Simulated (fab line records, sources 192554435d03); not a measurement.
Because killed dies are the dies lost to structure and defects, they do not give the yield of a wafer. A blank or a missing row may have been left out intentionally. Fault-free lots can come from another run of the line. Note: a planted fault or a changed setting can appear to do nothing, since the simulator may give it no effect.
Chamber matching    flow n5Finfet    4 sister chambers for N5_SD_EPI_P_ETCH_16 on rieDiel-06
The step etches SiO2 in CHF3/O2, target depth 5 nm. 8 wafers are shown with their chamber, then 7 later ones without.

WAFERS, EACH WITH ITS CHAMBER
wafer   chamber  drypumpMotorCurrentA (A)  showerheadPlenumPTorr (Torr)
L076.2  3        5.9                       2.25
L079.6  0        5.6                       2.47
L082.2  3        5.9                       2.25
L089.3  1        4.7                       2.38
L089.4  2        5.4                       2.53
L089.6  2        5.4                       2.53
L090.4  0        5.7                       2.46
L090.5  1        4.7                       2.38

WAFERS WITH NO CHAMBER GIVEN
wafer   drypumpMotorCurrentA (A)  showerheadPlenumPTorr (Torr)
L090.6  5.6                       2.46
L096.2  5.9                       2.24
L096.4  4.7                       2.38
L096.6  5.7                       2.46
L097.2  5.4                       2.52
L097.3  5.9                       2.23
L097.4  4.7                       2.38

WHICH CHAMBER EACH WENT THROUGH
wafer   from the rows above  in truth
L090.6  0                    0
L096.2  3                    3
L096.4  1                    1
L096.6  0                    0
L097.2  2                    2
L097.3  3                    3
L097.4  1                    1
Correctly placed: 7 of 7. From these rows, 0 cannot be placed. 0 placed wrongly.
How it was worked out, from the rows above alone: a wafer's distance from a chamber is the root of the sum, over the readings, of the square of ((its reading less the chamber's mean) divided by the reading's scatter). The wafer belongs to the nearest chamber; if the next one is less than 2 further off, it can't be placed. The mean given for a chamber averages the wafers shown for that chamber. The scatter: the root of (the sum of the squares of (reading less its chamber's mean) over the shown wafers, divided by (wafers less chambers)).
